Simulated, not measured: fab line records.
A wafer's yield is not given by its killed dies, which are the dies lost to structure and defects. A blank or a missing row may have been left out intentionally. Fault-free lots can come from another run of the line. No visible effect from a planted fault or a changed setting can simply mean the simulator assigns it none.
A struck lot beside a sound one ; flow nand_harc ; 43 out of 1159 route steps
Sound: wafers L531.2, L531.5, L531.6. Wafers struck: L543.2, L543.5, L543.6. The cause is named last.
Each step with rows lists, per side, the tool, then ch with its chambers, then its first start. Under that, the readings that differ: sound wafers ; struck wafers ; difference of the means ; sigmas: that difference in standard deviations of wafers without a fault.
alike: readings whose means differ by less than 2 such deviations, and words and numbers that are the same on both sides. not compared: withheld readings, readings that some wafer has no value for, bounds like >300 that may hide the same value, and numbers for which the record gives no deviation and whose values overlap.
A row with sigmas, a row that says differs or no value, or rows on one side alone: a step with any of these is where the two part. Non-overlapping numbers with no deviation appear without sigmas and do not part them. A reading missing from all wafers of one side parts the sides only when that side holds two or more wafers.

first, 1 step without rows for these wafers: NHARC_P_GATE_DEVELOP_25 (develop time 35 s).
NHARC_P_GATE_CD_MEAS_26: the cd target is 120 nm.
  sound on cd_sem-02 ch 0, day 5 21:55; struck on cd_sem-01 ch 0, day 9 00:08
reading;sound;struck;difference;sigmas
cd_nm (nm);120.8 121.4 121.0;118.7 120.3 120.2;-1.3;-2
NHARC_P_GATE_OVL_MEAS_27:
  struck on overlay-01, day 9 00:13; sound on overlay-01, day 5 22:01
  alike: overlay_x_nm, overlay_y_nm
NHARC_P_GATE_INSPECT_28:
  struck on defect_inspect-02, day 9 00:16; sound on defect_inspect-01, day 5 22:03
  alike: raw_defect_count
then, 1 step without rows for these wafers: NHARC_P_GATE_DESCUM_31 (chemistry O2, time 3 s).
NHARC_P_GATE_ETCH_104: etches the open film in CF4/CHF3, target depth 60 nm.
  sound on rie_diel-01 ch 0,1, day 5 22:16; struck on rie_diel-01 ch 1,2,3, day 9 00:25
  alike: bias_w, drypump_motor_current_A, oes_product_au, rf_fwd_power_W, rf_vpp_V, showerhead_plenum_p_Torr, throttle_valve_pct
then, 2 steps without rows for these wafers: NHARC_P_GATE_HM_OPEN_105 (chemistry O2/COS, target depth 360 nm); NHARC_P_GATE_STRIP_106 (strips in O2/COS).
NHARC_P_GATE_ETCH_114: etches the open film in CF4/O2, target depth 30 nm, overetch 3 nm, time 16.5 s.
  sound: rie_diel-01 ch 2,3; struck: rie_diel-01 ch 0,1,2
  alike: bias_w, drypump_motor_current_A, oes_product_au, rf_fwd_power_W, rf_vpp_V, showerhead_plenum_p_Torr, throttle_valve_pct
  not compared: rf_hours_counter_h
then, 2 steps without rows for these wafers: NHARC_P_GATE_ETCH_32 (etches the open film in HBr/Cl2, target depth 150 nm, time 100.1 s); NHARC_P_GATE_STRIP_108 (strips in O2).
NHARC_P_GATE_CD_MEAS_33:
  struck on cd_sem-02, day 9 01:11; sound on cd_sem-02, day 5 23:16
  alike: cd_nm
NHARC_P_GATE_STRIP_35: strips in SPM, time 600 s.
  sound on wet_bench-07 ch 0,1,5, day 5 23:21; struck on wet_bench-07 ch 3,5,7, day 9 01:16
  no value came back on the struck wafers for bath_guard_temp_C (C), bath_heat_duty_pct (%); on the sound wafers bath_guard_temp_C (C) reads 130.2 129.6 130.1
then, 4 steps without rows for these wafers: NHARC_P_GATE_PRECLEAN_73 (cleans in SC1); NHARC_P_GATE_SRD_74; NHARC_P_GATE_ALD_36 (deposits SiNx, target thk 20 nm, pulse time 60 s, ald cycles 223); NHARC_P_GATE_ETCHBACK_37 (etches the open film in CHF3/O2, target depth 34.5 nm, time 17.2 s).
NHARC_P_GATE_STRIP_101: strips in O2, time 20 s.
  sound on rie_diel-01 ch 2,3, day 6 09:24; struck on rie_diel-03 ch 0,2,3, day 9 11:19
  alike: chamber_pressure_mTorr, drypump_motor_current_A, oes_product_au, rf_vpp_V, showerhead_plenum_p_Torr, throttle_valve_pct
  not compared: rf_hours_counter_h
then, 12 steps without rows for these wafers: NHARC_P_GATE_PRECLEAN_97 (cleans in SPM, time 600 s); NHARC_P_GATE_SRD_98; NHARC_P_GATE_PRECLEAN_99 (cleans in SC1); NHARC_P_GATE_SRD_100; NHARC_P_GATE_DEHYDRATE_38 (time 120 s); NHARC_P_GATE_HMDS_39 (time 30 s); NHARC_P_GATE_COAT_40; NHARC_P_GATE_SOFTBAKE_41 (time 95 s); NHARC_P_GATE_EBR_42; NHARC_P_GATE_EXPOSE_43 (exposes mask P NSD, target cd 720 nm); NHARC_P_GATE_PEB_44 (peb time 85 s); NHARC_P_GATE_DEVELOP_45 (time 70 s).
NHARC_P_GATE_CD_MEAS_46: the cd target is 720 nm.
  sound on cd_sem-03 ch 0, day 6 10:19; struck on cd_sem-03 ch 0, day 9 12:15
  alike: cd_nm
then, 1 step without rows for these wafers: NHARC_P_GATE_HARDBAKE_47 (time 80 s).
NHARC_P_GATE_DESCUM_48: chemistry O2, time 3 s.
  sound on rie_diel-01 ch 1,2, day 6 10:29; struck on rie_diel-07 ch 1,2, day 9 12:24
reading;sound;struck;difference;sigmas
oes_product_au (a.u.);1.014 1.005 1.003;0.981 0.979 1.000;-0.021;-2
  alike: drypump_motor_current_A, rf_vpp_V, showerhead_plenum_p_Torr, throttle_valve_pct
  not compared: rf_hours_counter_h
then, 2 steps without rows for these wafers: NHARC_P_GATE_IMPLANT_49; NHARC_P_GATE_STRIP_111 (strips in N2/H2, time 250 s).
NHARC_P_GATE_STRIP_75: strips in O2.
  sound on plasma_asher-02 ch 0,1, day 6 11:09; struck on plasma_asher-02 ch 0,1, day 9 13:04
  alike: drypump_motor_current_A, heater_power_w, rf_refl_power_W
  not compared: rf_hours_counter_h
then, 6 steps without rows for these wafers: NHARC_P_GATE_STRIP_50 (strips in SPM, time 900 s); NHARC_P_GATE_DEHYDRATE_51 (time 120 s); NHARC_P_GATE_HMDS_52 (time 30 s); NHARC_P_GATE_COAT_53; NHARC_P_GATE_SOFTBAKE_54 (time 95 s); NHARC_P_GATE_EBR_55.
NHARC_P_M1_INSPECT_27:
  struck on defect_inspect-01, day 10 14:40; sound on defect_inspect-02, day 7 05:00
  alike: raw_defect_count
  not compared: hold

== WHERE THEY PART ==
Last at NHARC_P_GATE_DESCUM_48 as far as this record goes, first at NHARC_P_GATE_CD_MEAS_26. Later steps at which nothing parts them and some readings are alike: NHARC_P_GATE_STRIP_75, NHARC_P_M1_INSPECT_27.

WHY: whatever the simulator had introduced
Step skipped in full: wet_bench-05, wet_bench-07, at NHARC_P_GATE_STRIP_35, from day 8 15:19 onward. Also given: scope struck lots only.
